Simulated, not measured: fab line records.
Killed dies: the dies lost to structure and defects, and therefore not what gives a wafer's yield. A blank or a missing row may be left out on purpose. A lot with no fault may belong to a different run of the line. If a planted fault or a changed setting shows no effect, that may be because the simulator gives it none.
Chamber matching -- flow nand harc -- rie diel-09 running NHARC_P_M2_ETCH_35: 4 sister chambers
The step etches the open film in N2/H2, target depth 40 nm, overetch 12 nm, time 43.94 s. 66 wafers are shown with their chamber, then 12 later ones without.

## WAFERS, EACH WITH ITS CHAMBER
wafer,chamber,showerhead plenum p Torr (Torr),drypump motor current A (A),rf vpp V (V)
L074.1,2,2.16,4.9,432.8
L074.3,3,1.90,6.6,427.1
L074.4,1,2.04,5.7,429.0
L076.1,1,2.04,5.8,431.0
L076.2,0,2.11,6.4,432.8
L076.5,0,2.11,6.4,432.5
L076.3,3,1.90,6.5,425.2
L076.4,2,2.16,4.9,434.5
L076.6,1,2.04,5.7,431.0
L078.1,1,2.04,5.8,429.2
L078.4,1,2.04,5.7,429.3
L078.5,0,2.11,6.4,432.2
L079.1,1,2.04,5.7,429.7
L079.3,0,2.12,6.4,433.2
L079.5,1,2.04,5.7,429.9
L079.2,3,1.90,6.6,426.4
L079.4,3,1.90,6.6,427.6
L079.6,0,2.11,6.4,433.1
L081.1,3,1.90,6.6,425.8
L081.2,0,2.11,6.4,432.3
L081.4,1,2.04,5.7,430.7
L080.1,3,1.90,6.6,425.3
L080.2,1,2.04,5.7,429.7
L080.3,0,2.11,6.4,432.6
L080.4,0,2.11,6.4,431.7
L080.5,1,2.04,5.7,430.7
L080.6,3,1.90,6.6,426.4
L082.2,0,2.11,6.4,432.9
L082.5,0,2.11,6.4,433.7
L082.6,1,2.04,5.7,429.7
L085.2,1,2.04,5.7,429.6
L085.3,0,2.11,6.4,430.5
L085.6,1,2.04,5.7,431.0
L084.1,0,2.11,6.4,433.3
L084.3,1,2.04,5.7,430.0
L084.6,1,2.04,5.7,430.0
L084.2,2,2.16,4.9,432.7
L084.4,3,1.90,6.6,426.2
L084.5,0,2.11,6.4,432.6
L086.2,0,2.11,6.4,432.3
L086.3,1,2.04,5.7,430.5
L086.4,2,2.16,4.9,434.2
L087.2,1,2.04,5.7,430.8
L087.4,3,1.90,6.6,429.4
L087.5,3,1.90,6.6,427.6
L089.2,1,2.04,5.7,429.9
L089.3,2,2.16,4.9,431.8
L089.5,1,2.04,5.8,431.7
L089.1,0,2.11,6.4,430.4
L089.4,3,1.90,6.6,427.9
L089.6,2,2.16,4.9,434.1
L090.1,0,2.11,6.4,431.5
L090.2,1,2.04,5.7,430.6
L090.3,3,1.90,6.6,426.4
L090.4,2,2.16,4.9,432.9
L090.5,2,2.16,4.9,432.5
L090.6,3,1.90,6.6,426.9
L091.4,1,2.04,5.7,430.8
L091.5,1,2.04,5.7,429.9
L091.6,2,2.16,4.9,433.1
L092.1,0,2.11,6.4,431.9
L092.2,3,1.90,6.6,425.7
L092.3,2,2.16,4.9,432.1
L092.4,1,2.04,5.7,431.6
L092.5,0,2.11,6.4,432.7
L092.6,3,1.90,6.6,427.0

SIGNATURES (averages over the wafers above)
reading,chamber 0,chamber 1,chamber 2,chamber 3,scatter within a chamber
showerhead plenum p Torr,2.1106,2.0400,2.1600,1.9000,0.00123
drypump motor current A,6.400,5.713,4.900,6.593,0.0239
rf vpp V,432.344,430.274,433.070,426.727,0.9
Rule: a wafer's distance from a chamber is the root of the sum, over the readings, of the square of ((its reading less the chamber's mean) divided by the reading's scatter). If the next closest chamber is less than 2 further off than the closest, the wafer can't be placed; otherwise it belongs to the closest. The scatter: take each reading less its chamber's mean, square it, sum over the shown wafers, divide by the number of wafers less the number of chambers, and take the root.

## WAFERS WHOSE CHAMBER IS MISSING
wafer,showerhead plenum p Torr (Torr),drypump motor current A (A),rf vpp V (V)
L093.1,1.90,6.6,426.6
L093.2,2.16,4.9,432.0
L093.3,2.11,6.4,433.1
L093.4,2.04,5.7,429.8
L093.5,1.90,6.6,427.4
L093.6,2.11,6.4,432.8
L094.2,1.90,6.6,427.3
L094.3,2.11,6.4,432.1
L094.4,2.04,5.7,430.5
L095.1,2.04,5.7,430.8
L095.2,2.11,6.4,434.1
L095.6,2.16,4.9,432.6

## CHAMBER TAKEN BY EACH
wafer,from the rows above,in truth
L093.1,3,3
L093.2,2,2
L093.3,0,0
L093.4,1,1
L093.5,3,3
L093.6,0,0
L094.2,3,3
L094.3,0,0
L094.4,1,1
L095.1,1,1
L095.2,0,0
L095.6,2,2
Correct placement for 12 of the 12. Left unplaced by these rows: 0. Number placed wrongly: 0.
